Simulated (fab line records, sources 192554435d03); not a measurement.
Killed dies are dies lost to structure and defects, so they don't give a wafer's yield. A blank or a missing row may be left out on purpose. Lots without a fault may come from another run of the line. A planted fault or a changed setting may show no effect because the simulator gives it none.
Which tool did it? | flow n5_finfet | 24 lots, 72 wafers sampled, at 6 steps of a route of 1938

WHAT THE GAUGES READ, wafer by wafer
N5_BEOL_M7_THK_MEAS_53: measures by xrf.
lot  | measured     | on            | M7_THK (nm)
L074 | day 10 04:55 | film_metro-01 | 76.3 83.5 82.0
L075 | day 10 07:31 | film_metro-01 | 82.1 77.2 82.8
L078 | day 12 08:04 | film_metro-01 | 79.1 77.7 79.6
L077 | day 12 09:52 | film_metro-01 | 81.8 82.3 77.2
L079 | day 13 01:34 | film_metro-02 | 82.1 80.3 81.1
L080 | day 13 05:16 | film_metro-01 | 84.5 80.4 79.0
L081 | day 13 12:07 | film_metro-02 | 83.2 83.0 83.7
L082 | day 13 18:05 | film_metro-01 | 76.3 83.6 80.0
L083 | day 14 06:29 | film_metro-02 | 80.5 84.2 82.7
L084 | day 14 14:26 | film_metro-02 | 78.5 82.8 83.1
L085 | day 14 16:15 | film_metro-02 | 82.0 84.4 84.3
L087 | day 14 18:47 | film_metro-01 | 80.2 79.4 81.7
L086 | day 14 19:23 | film_metro-02 | 78.9 78.9 83.1
L076 | day 15 03:45 | film_metro-01 | 81.7 82.3 78.8
L089 | day 15 04:01 | film_metro-02 | 81.8 81.9 79.7
L090 | day 15 11:46 | film_metro-02 | 77.9 81.9 84.0
L091 | day 16 01:56 | film_metro-01 | 78.6 82.6 84.7
L088 | day 16 08:05 | film_metro-02 | 87.8 87.1 80.8
L092 | day 16 10:49 | film_metro-02 | 90.4 85.2 79.4
L094 | day 16 11:38 | film_metro-01 | 80.1 83.1 83.0
L093 | day 16 15:20 | film_metro-01 | 81.2 81.9 80.8
L095 | day 16 17:13 | film_metro-01 | 78.8 74.8 81.9
L097 | day 16 21:39 | film_metro-02 | 88.2 82.0 84.4
L096 | day 16 20:35 | film_metro-01 | 82.7 85.7 88.9

N5_BEOL_M7_INSPECT_58: inspects for defects (darkfield).
lot  | measured     | on                | raw_defect_count
L074 | day 10 05:05 | defect_inspect-02 | 77 89 89
L075 | day 10 07:40 | defect_inspect-02 | 88 70 49
L078 | day 12 08:14 | defect_inspect-01 | 46 42 33
L077 | day 12 10:01 | defect_inspect-02 | 59 78 88
L079 | day 13 01:43 | defect_inspect-01 | 50 52 48
L080 | day 13 05:25 | defect_inspect-02 | 51 74 67
L081 | day 13 12:16 | defect_inspect-02 | 61 53 47
L082 | day 13 18:16 | defect_inspect-02 | 104 82 67
L083 | day 14 06:38 | defect_inspect-02 | 61 102 55
L084 | day 14 14:36 | defect_inspect-01 | 58 61 81
L085 | day 14 16:24 | defect_inspect-02 | 68 64 73
L087 | day 14 18:57 | defect_inspect-02 | 109 115 126
L086 | day 14 19:32 | defect_inspect-01 | 64 56 60
L076 | day 15 03:56 | defect_inspect-02 | 58 48 49
L089 | day 15 04:12 | defect_inspect-02 | 69 34 53
L090 | day 15 11:55 | defect_inspect-01 | 63 70 68
L091 | day 16 02:06 | defect_inspect-02 | 53 83 61
L088 | day 16 08:15 | defect_inspect-02 | 57 39 36
L092 | day 16 11:01 | defect_inspect-02 | 117 93 55
L094 | day 16 11:47 | defect_inspect-02 | 69 90 56
L093 | day 16 15:29 | defect_inspect-02 | 80 101 53
L095 | day 16 17:22 | defect_inspect-02 | 99 41 64
L097 | day 16 21:48 | defect_inspect-02 | 156 120 171
L096 | day 16 20:54 | defect_inspect-02 | 82 94 106

N5_BEOL_M8_CD_MEAS_11: target cd 38.5 nm.
lot  | measured     | on        | cd_nm (nm)
L074 | day 10 06:34 | cd_sem-02 | 38.4 38.6 38.5
L075 | day 10 10:12 | cd_sem-02 | 37.4 38.0 38.1
L078 | day 12 09:19 | cd_sem-03 | 38.1 38.5 39.0
L077 | day 12 12:26 | cd_sem-02 | 37.9 37.7 37.9
L079 | day 13 03:49 | cd_sem-03 | 38.6 39.5 38.8
L080 | day 13 08:29 | cd_sem-02 | 38.6 39.7 38.1
L081 | day 13 14:59 | cd_sem-03 | 39.0 39.0 38.5
L082 | day 13 22:32 | cd_sem-02 | 38.9 38.7 38.9
L083 | day 14 08:40 | cd_sem-01 | 38.2 38.7 38.7
L084 | day 14 17:55 | cd_sem-01 | 37.7 37.7 37.4
L085 | day 14 18:24 | cd_sem-02 | 38.4 38.5 38.6
L087 | day 14 21:24 | cd_sem-03 | 38.2 39.4 38.8
L086 | day 14 21:26 | cd_sem-03 | 37.9 38.7 37.1
L076 | day 15 07:37 | cd_sem-03 | 38.9 38.9 38.8
L089 | day 15 07:39 | cd_sem-03 | 38.4 39.0 38.9
L090 | day 15 17:32 | cd_sem-01 | 38.7 38.4 38.6
L091 | day 16 05:13 | cd_sem-03 | 38.6 38.3 38.5
L088 | day 16 10:07 | cd_sem-02 | 38.8 38.7 39.7
L092 | day 16 14:57 | cd_sem-02 | 39.4 38.2 37.4
L094 | day 16 15:22 | cd_sem-03 | 39.0 39.1 38.7
L093 | day 16 16:48 | cd_sem-01 | 38.6 38.6 38.7
L095 | day 16 19:01 | cd_sem-03 | 38.1 38.4 38.3
L097 | day 17 00:33 | cd_sem-02 | 38.7 39.4 37.8
L096 | day 16 21:59 | cd_sem-03 | 37.8 38.1 38.7

N5_BEOL_M8_OVL_MEAS_12.
lot  | measured     | on         | M8_OVL (nm)
L074 | day 10 06:36 | overlay-01 | -0.3 -1.6 -1.4
L075 | day 10 10:14 | overlay-01 | 0.7 0.0 -0.5
L078 | day 12 09:20 | overlay-01 | -1.4 -0.1 -0.8
L077 | day 12 12:28 | overlay-01 | 0.9 -0.9 0.1
L079 | day 13 03:50 | overlay-02 | -0.1 0.0 0.5
L080 | day 13 08:30 | overlay-01 | -0.8 -0.7 -1.3
L081 | day 13 15:01 | overlay-01 | 0.6 -2.3 -1.0
L082 | day 13 22:34 | overlay-01 | -1.0 -1.0 -0.6
L083 | day 14 08:41 | overlay-02 | -0.1 -0.3 1.3
L084 | day 14 17:56 | overlay-02 | -0.7 -0.3 1.2
L085 | day 14 18:26 | overlay-01 | -1.6 0.1 0.0
L087 | day 14 21:26 | overlay-02 | -1.6 -0.8 -0.6
L086 | day 14 21:28 | overlay-02 | -0.3 1.0 0.1
L076 | day 15 07:38 | overlay-02 | -1.4 -0.9 -1.8
L089 | day 15 07:41 | overlay-01 | 0.2 1.3 0.4
L090 | day 15 17:34 | overlay-01 | 0.3 0.5 0.0
L091 | day 16 05:14 | overlay-02 | -1.1 -0.4 -0.6
L088 | day 16 10:09 | overlay-01 | 0.7 -0.2 0.4
L092 | day 16 14:59 | overlay-01 | -1.1 -1.8 -1.2
L094 | day 16 15:23 | overlay-02 | -0.9 -0.7 -1.2
L093 | day 16 16:49 | overlay-01 | 1.9 0.8 0.6
L095 | day 16 19:03 | overlay-01 | 0.0 -0.1 -0.2
L097 | day 17 00:35 | overlay-02 | -0.3 0.3 -0.6
L096 | day 16 22:01 | overlay-01 | -0.4 -0.1 -0.5

N5_BEOL_M8_INSPECT_13: inspects for defects (brightfield).
lot  | measured     | on                | raw_defect_count
L074 | day 10 06:37 | defect_inspect-01 | 417 352 374
L075 | day 10 10:15 | defect_inspect-02 | 376 426 352
L078 | day 12 09:34 | defect_inspect-01 | 224 217 277
L077 | day 12 12:29 | defect_inspect-01 | 347 473 408
L079 | day 13 03:52 | defect_inspect-02 | 414 314 338
L080 | day 13 08:32 | defect_inspect-01 | 311 564 516
L081 | day 13 15:02 | defect_inspect-01 | 323 255 277
L082 | day 13 22:36 | defect_inspect-01 | 530 414 468
L083 | day 14 08:43 | defect_inspect-02 | 473 582 425
L084 | day 14 17:58 | defect_inspect-01 | 332 410 401
L085 | day 14 18:27 | defect_inspect-02 | 305 383 434
L087 | day 14 21:28 | defect_inspect-01 | 471 472 555
L086 | day 14 21:29 | defect_inspect-01 | 375 335 309
L076 | day 15 07:40 | defect_inspect-02 | 388 297 296
L089 | day 15 07:43 | defect_inspect-02 | 356 545 376
L090 | day 15 17:36 | defect_inspect-01 | 229 432 396
L091 | day 16 05:16 | defect_inspect-02 | 398 397 333
L088 | day 16 10:10 | defect_inspect-02 | 292 259 290
L092 | day 16 15:00 | defect_inspect-02 | 538 391 349
L094 | day 16 15:25 | defect_inspect-02 | 426 499 309
L093 | day 16 16:51 | defect_inspect-02 | 393 424 260
L095 | day 16 19:05 | defect_inspect-02 | 375 311 472
L097 | day 17 00:36 | defect_inspect-02 | 533 432 515
L096 | day 16 22:03 | defect_inspect-02 | 417 476 386

WHICH TOOL RAN EACH LOT (tool, then ch and the chambers of the sampled wafers, then the start)
lot  | N5_BEOL_M7_ETCH_62
L074 | rie_diel-02 ch 0,1,2, day 9 22:55
L075 | rie_diel-06 ch 1,3, day 10 01:32
L078 | rie_diel-04 ch 2,3, day 12 02:08
L077 | rie_diel-06 ch 0,2,3, day 12 05:24
L079 | rie_diel-04 ch 0,2,3, day 12 21:05
L080 | rie_diel-04 ch 0,1,3, day 13 00:43
L081 | rie_diel-04 ch 0,1,2, day 13 04:04
L082 | rie_diel-06 ch 1,2,3, day 13 12:00
L083 | rie_diel-06 ch 1,2, day 13 22:39
L084 | rie_diel-06 ch 0,2,3, day 14 08:43
L085 | rie_diel-04 ch 0,2, day 14 11:05
L087 | rie_diel-04 ch 0,1,2, day 14 11:52
L086 | rie_diel-06 ch 0,1,3, day 14 14:39
L076 | rie_diel-04 ch 1,2,3, day 14 22:16
L089 | rie_diel-06 ch 0,1, day 14 22:25
L090 | rie_diel-06 ch 0,1,3, day 15 04:40
L091 | rie_diel-04 ch 0,3, day 15 21:58
L088 | rie_diel-04 ch 0,2,3, day 16 01:45
L092 | rie_diel-04 ch 0,2,3, day 16 05:28
L094 | rie_diel-04 ch 0,1,2, day 16 05:44
L093 | rie_diel-06 ch 0,1,2, day 16 06:40
L095 | rie_diel-06 ch 2,3, day 16 10:23
L097 | rie_diel-04 ch 0,2,3, day 16 15:19
L096 | rie_diel-06 ch 0,3, day 16 15:23
- N5_BEOL_M7_ETCH_62: etches SOC in N2/H2, target depth 110 nm, overetch 22 nm, time 165 s.

WHAT THE TOOLS THEMSELVES READ (means of the sampled wafers that have a number; where no wafer has one, the mark that the record gives instead)
N5_BEOL_M7_ETCH_62.
lot  | tool        | drypump_motor_current_A (A) | n2_flow_sccm (sccm) | oes_product_au (a.u.) | rf_vpp_V (V) | showerhead_plenum_p_Torr (Torr) | throttle_valve_pct (%)
L074 | rie_diel-02 | 5.7                         | 199.7               | 0.67                  | 522.7        | 2.51                            | 17.69
L075 | rie_diel-06 | 5.4                         | 200.5               | 0.62                  | 520.3        | 2.42                            | 17.97
L078 | rie_diel-04 | 5.5                         | 199.9               | 0.59                  | 523.9        | 2.55                            | 18.11
L077 | rie_diel-06 | 5.2                         | 200.0               | 0.64                  | 522.9        | 2.51                            | 17.91
L079 | rie_diel-04 | 5.6                         | 199.5               | 0.64                  | 523.9        | 2.55                            | 17.94
L080 | rie_diel-04 | 5.9                         | 199.7               | 0.71                  | 525.5        | 2.57                            | 17.81
L081 | rie_diel-04 | 5.8                         | 200.2               | 0.72                  | 525.7        | 2.62                            | 17.81
L082 | rie_diel-06 | 5.4                         | 200.0               | 0.60                  | 522.1        | 2.48                            | 17.95
L083 | rie_diel-06 | 5.4                         | 200.4               | 0.59                  | 523.9        | 2.54                            | 17.91
L084 | rie_diel-06 | 5.2                         | 199.4               | 0.63                  | 522.1        | 2.51                            | 17.93
L085 | rie_diel-04 | 5.6                         | 199.7               | 0.69                  | 523.3        | 2.54                            | 17.79
L087 | rie_diel-04 | 5.8                         | 200.1               | 0.70                  | 525.7        | 2.62                            | 17.84
L086 | rie_diel-06 | 5.3                         | 200.2               | 0.63                  | 520.9        | 2.43                            | 17.83
L076 | rie_diel-04 | 5.7                         | 199.7               | 0.73                  | 525.3        | 2.62                            | 17.84
L089 | rie_diel-06 | 5.1                         | 200.3               | 0.66                  | 521.5        | 2.44                            | 17.65
L090 | rie_diel-06 | 5.4                         | 200.3               | 0.63                  | 520.8        | 2.42                            | 17.84
L091 | rie_diel-04 | 5.7                         | 200.4               | 0.77                  | 523.0        | 2.49                            | 17.65
L088 | rie_diel-04 | 5.6                         | 199.7               | 0.70                  | 523.6        | 2.54                            | 17.82
L092 | rie_diel-04 | 5.5                         | 200.1               | 0.70                  | 523.1        | 2.54                            | 17.83
L094 | rie_diel-04 | 5.8                         | 200.0               | 0.69                  | 525.8        | 2.61                            | 17.88
L093 | rie_diel-06 | 5.3                         | 200.3               | 0.77                  | 525.0        | 2.60                            | 17.50
L095 | rie_diel-06 | 5.3                         | 199.7               | 0.66                  | 522.1        | 2.48                            | 18.01
L097 | rie_diel-04 | 5.6                         | 200.3               | 0.69                  | 523.9        | 2.54                            | 17.83
L096 | rie_diel-06 | 5.1                         | 199.9               | 0.65                  | 521.3        | 2.45                            | 17.83

THE ANSWER, worked out from the rows above alone
Rule: what is usual is taken from the lots themselves. Put in order of their means at a reading, lots are off if they are a third of the lots or fewer, leave a main group of 4 or more, and stand apart from it by a gap of 3 or more times the standard deviation of the main group's means; of several such gaps the widest counts. A main group whose means are all the same, to the digits that the tables above print for the reading, isn't used. A lot without any number at a reading at which 4 lots or more have one is off too. The other lots that the step has rows for count as sound. The gauges are gone through in route order, then the tools' own readings, and for those a lot's mean is taken as printed above. The first step at which some lot is off is used, and at that step the reading that is off furthest; a lot without a number counts as furthest.
No lot is off at any reading shown: from this, nothing can be told.

WHAT THE SIMULATOR HAD PUT IN
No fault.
